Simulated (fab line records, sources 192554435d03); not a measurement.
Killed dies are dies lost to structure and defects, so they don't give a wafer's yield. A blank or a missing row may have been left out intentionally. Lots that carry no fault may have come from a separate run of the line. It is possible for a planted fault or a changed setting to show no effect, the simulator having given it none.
The same fault as seen by 3 desks -- flow n5-finfet -- each desk holds nothing but its own numbers, with what lay behind them at the end

## THE DEFECT DESK
Lot by lot, what the route's inspections counted, given as the mean of those sampled wafers with a number. A lot is out of limits, marked OUT, if its mean lies more than 4 standard deviations from the usual mean; the brackets give that distance.
Columns: A = raw-defect-count at N5_MOL_CONTACT_COAG_INSPECT_57, usual 204
lot,first seen here,A
L176,day 5 06:34,229
L177,day 5 08:46,134
L178,day 5 13:54,226
L182,day 6 15:33,169
L183,day 7 03:05,284
L184,day 7 03:53,275
L194,day 9 16:07,254
L195,day 9 19:20,171
L196,day 10 05:09,249
L199,day 10 22:31,220
This desk's verdict: no lot among the 10 shows anything out of limits.

## THE TOOL OWNER'S DESK: rie-diel-02
The tool's own readings at N5_MOL_CONTACT_COAG_ETCHBACK_132 (etches SiO2 in CHF3, target depth 10 nm, time 6.7 s): means of the sampled wafers that have a number, for each lot that ran on this tool. A lot is out of limits, marked OUT, if its mean lies more than 4 standard deviations from the usual mean; the brackets give that distance.
Columns: A = CHF3_flow_sccm at N5_MOL_CONTACT_COAG_ETCHBACK_132, usual 50.01 sccm; B = drypump-motor-current-A at N5_MOL_CONTACT_COAG_ETCHBACK_132, usual 5.7 A; C = oes-product-au at N5_MOL_CONTACT_COAG_ETCHBACK_132, usual 0.74 a.u.; D = rf-fwd-power-W at N5_MOL_CONTACT_COAG_ETCHBACK_132, usual 603 W; E = rf-vpp-V at N5_MOL_CONTACT_COAG_ETCHBACK_132, usual 524 V; F = showerhead-plenum-p-Torr at N5_MOL_CONTACT_COAG_ETCHBACK_132, usual 2.35 Torr; G = throttle-valve-pct at N5_MOL_CONTACT_COAG_ETCHBACK_132, usual 18.81 %
lot,first seen here,A,B,C,D,E,F,G
L176,day 5 07:44,50.08,5.9,0.77,602,524,2.36,18.78
L177,day 5 09:25,49.94,5.9,0.76,603,524,2.36,18.77
L194,day 9 16:27,50.03,5.9,0.74,602,524,2.35,18.83
L195,day 9 19:43,50.04,5.8,0.83,601,522,2.35,18.89
This desk's verdict: no lot among the 4 shows anything out of limits.

## THE METROLOGY DESK
Lot by lot, what the gauges showed, no matter which tool ran the lot: averages of those sampled wafers that carry a number. A lot is out of limits, marked OUT, if its mean lies more than 4 standard deviations from the usual mean; the brackets give that distance. It has 11 readings; the 7 that lie furthest out on some lot are the ones shown.
Columns: A = DIBL_N at N5_BEOL_M4_RC_MEAS_101, usual 36.5 mV/V; B = DIBL_P at N5_BEOL_M4_RC_MEAS_101, usual 36.5 mV/V; C = IOFF_N at N5_BEOL_M4_RC_MEAS_101, usual 0.163 nA/um; D = IOFF_P at N5_BEOL_M4_RC_MEAS_101, usual 0.219 nA/um; E = ION_N at N5_BEOL_M4_RC_MEAS_101, usual 675 uA/um; F = SS_P at N5_BEOL_M4_RC_MEAS_101, usual 73.4 mV/dec; G = VT_N at N5_BEOL_M4_RC_MEAS_101, usual 249.7 mV
lot,first seen here,A,B,C,D,E,F,G
L176,day 4 20:02,36.9,36.6,0.156,0.203,667,72.8,249.5
L177,day 4 23:52,37.3,35.5,0.148,0.222,668,73.5,253.4
L178,day 5 04:34,36.0,37.0,0.166,0.201,672,73.5,249.9
L182,day 6 05:59,34.3,34.3,0.137,0.179,676,72.8,250.5
L183,day 6 13:38,36.3,35.9,0.166,0.195,671,73.2,250.4
L184,day 6 16:34,35.1,34.3,0.138,0.223,671,72.8,250.6
L194,day 9 06:06,38.5,39.4,0.187,0.239,684,74.1,247.5
L195,day 9 10:13,37.7,37.8,0.191,0.232,686,73.5,247.6
L196,day 9 20:26,38.4,37.8,0.178,0.244,677,74.2,248.9
L199,day 10 11:45,36.2,35.4,0.148,0.219,664,73.3,251.9
This desk's verdict: no lot among the 10 shows anything out of limits.

## ALL TOGETHER
Nothing the defect desk looked at was out of limits.
The desk of the tool owner found nothing out of limits.
At the metrology desk, nothing out of limits was observed.

## WHAT WAS PUT IN BY THE SIMULATOR
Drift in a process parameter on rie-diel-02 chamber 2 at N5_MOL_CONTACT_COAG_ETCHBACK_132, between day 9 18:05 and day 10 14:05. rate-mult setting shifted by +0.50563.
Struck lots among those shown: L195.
